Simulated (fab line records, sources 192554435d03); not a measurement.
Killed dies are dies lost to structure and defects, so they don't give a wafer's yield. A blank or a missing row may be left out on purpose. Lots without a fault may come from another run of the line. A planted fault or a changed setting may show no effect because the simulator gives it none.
A struck lot beside a sound one | flow n5_finfet | 37 steps out of a route of 1938
Sound: wafers L612.2, L612.4, L612.5. Struck: wafers L622.1, L622.3, L622.5. The cause comes at the end.
At each step with rows: each side's tool, then ch and its chambers, then its first start. Under that, the readings that differ: sound wafers | struck wafers | difference of the means | sigmas: that difference in standard deviations of wafers without a fault.
alike: readings whose means differ by less than 2 such deviations, and words and numbers that are the same on both sides. not compared: withheld readings, readings that some wafer has no value for, bounds like >300 that may hide the same value, and numbers for which the record gives no deviation and whose values overlap.
The two part at a step that has a row with sigmas, a row that says differs or no value, or rows on one side only. Numbers that don't overlap but have no deviation are shown without sigmas and don't part them. A reading that every wafer of one side lacks parts them only if that side has two wafers or more.

first, 9 steps without rows for these wafers: N5_BEOL_M7_ALD_77 (deposits TaN, target thk 2 nm, pulse time 2 s, purge time 3 s); N5_BEOL_M7_SURFACE_TREAT_79; N5_BEOL_M7_CVD_78 (deposits Co from CCTBA/H2, target thk 2 nm, time 142.3 s); N5_BEOL_M7_SPUTTER_48 (material Cu, target thk 10 nm, time 1.667 s); N5_BEOL_M7_ECD_50 (material Cu, target thk 300 nm); N5_BEOL_M7_ANNEAL_51 (time 90 s); N5_BEOL_M7_CMP_52 (polishes, stops on SiCOH lowk, t overpolish 6.9 s, target thk 80 nm); N5_BEOL_M7_PRE_CLEAN_55 (time 15 s); N5_BEOL_M7_DEP_56 (deposits SiCN from 3MS/NH3, target thk 10 nm, time 17.5 s).
N5_BEOL_M8_ILD_DEP_00: deposits SiCOH lowk from DEMS/porogen, target thk 179.75 nm, time 33.4 s.
  sound on pecvd-04 ch 0,2, day 11 17:43; struck on pecvd-04 ch 0,2, day 14 01:24
  reading                                            | sound                | struck               | difference | sigmas
  susceptor_temp_C (C)                               | 299.85 299.95 300.00 | 281.38 281.35 281.62 | -18.48     | -97
  model.SiCOH_lowk_of_BEOL_M8_ILD_DEP_00.thk_nm (nm) | 176.2 180.8 179.6    | 198 197.8 200.6      | +20        |
  alike: heater_power_w, showerhead_plenum_p_Torr, throttle_valve_pct
  not compared: since_wet_clean_h
then, 1 step without rows for these wafers: N5_BEOL_M8_CURE_74 (cures SiCOH lowk, time 240 s).
N5_BEOL_M8_THK_MEAS_01:
  sound on film_metro-02, day 11 18:18; struck on film_metro-01, day 14 01:58
  reading         | sound             | struck            | difference | sigmas
  M8_ILD_THK (nm) | 151.8 155.9 155.0 | 170.9 170.5 173.2 | +17.3      | +8
then, 23 steps without rows for these wafers: N5_BEOL_M8_PECVD_70 (deposits SiO2 from TEOS/O2, target thk 20 nm, time 22.7 s); N5_BEOL_M8_HM_DEP_02 (deposits TiN, target thk 20 nm); N5_BEOL_M8_COAT_59 (time 60 s, resist thk 100 nm); N5_BEOL_M8_COAT_60 (time 60 s, resist thk 35 nm); N5_BEOL_M8_COAT_05 (resist thk 90 nm); N5_BEOL_M8_EBR_07; N5_BEOL_M8_SOFTBAKE_06 (time 60 s); N5_BEOL_M8_EXPOSE_08 (exposes mask M8); N5_BEOL_M8_PEB_09 (peb time 60 s); N5_BEOL_M8_DEVELOP_10 (develop time 30 s); N5_BEOL_M8_DESCUM_16 (chemistry O2, time 7.9 s); N5_BEOL_M8_ETCH_61 (etches SiARC in CF4, target depth 45.5 nm, time 75.8 s); N5_BEOL_M8_ETCH_62 (etches SOC in N2/H2, target depth 110 nm, overetch 22 nm, time 165 s); N5_BEOL_M8_STRIP_68 (strips in N2/H2); N5_BEOL_M8_STRIP_67 (strips in CF4); N5_BEOL_M8_HM_OPEN_17 (chemistry Cl2/BCl3, target TiN, target depth 20 nm, overetch 6 nm); N5_BEOL_M8_STRIP_19 (strips in O2); N5_BEOL_M8_COAT_63 (time 60 s, resist thk 60 nm); N5_BEOL_M8_COAT_64 (time 60 s, resist thk 12 nm); N5_BEOL_M8_COAT_71 (time 60 s, resist thk 5 nm); N5_BEOL_M8_COAT_22 (resist thk 30 nm); N5_BEOL_M8_EBR_24; N5_BEOL_M8_SOFTBAKE_23 (time 60 s).
N5_BEOL_M8_CMP_52: polishes, stops on SiCOH lowk, t overpolish 6.9 s, target thk 80 nm.
  sound on cmp-04 ch 0,2,3, day 12 02:42; struck on cmp-01 ch 1,2,3, day 14 10:19
  reading                                            | sound         | struck            | difference | sigmas
  model.SiCOH_lowk_of_BEOL_M8_ILD_DEP_00.thk_nm (nm) | 148.8 153 152 | 167.8 167.8 170.2 | +17.3      |
  alike: edge_zone_pressure_frac, head_pressure_psi, motor_current_A, retaining_ring_pressure_frac
  not compared: pad_life_wafers
N5_PASSIVATION_PROBE_49:
  the record has rows for the sound wafers here (prober-02, day 14 15:10) and none for the struck ones

WHERE THEY PART
First at N5_BEOL_M8_ILD_DEP_00; last, within this record, at N5_PASSIVATION_PROBE_49.

WHY: what the simulator had put in
Process parameter drift: pecvd-04, from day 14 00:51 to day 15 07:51, at N5_BEOL_M8_ILD_DEP_00. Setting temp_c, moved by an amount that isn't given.
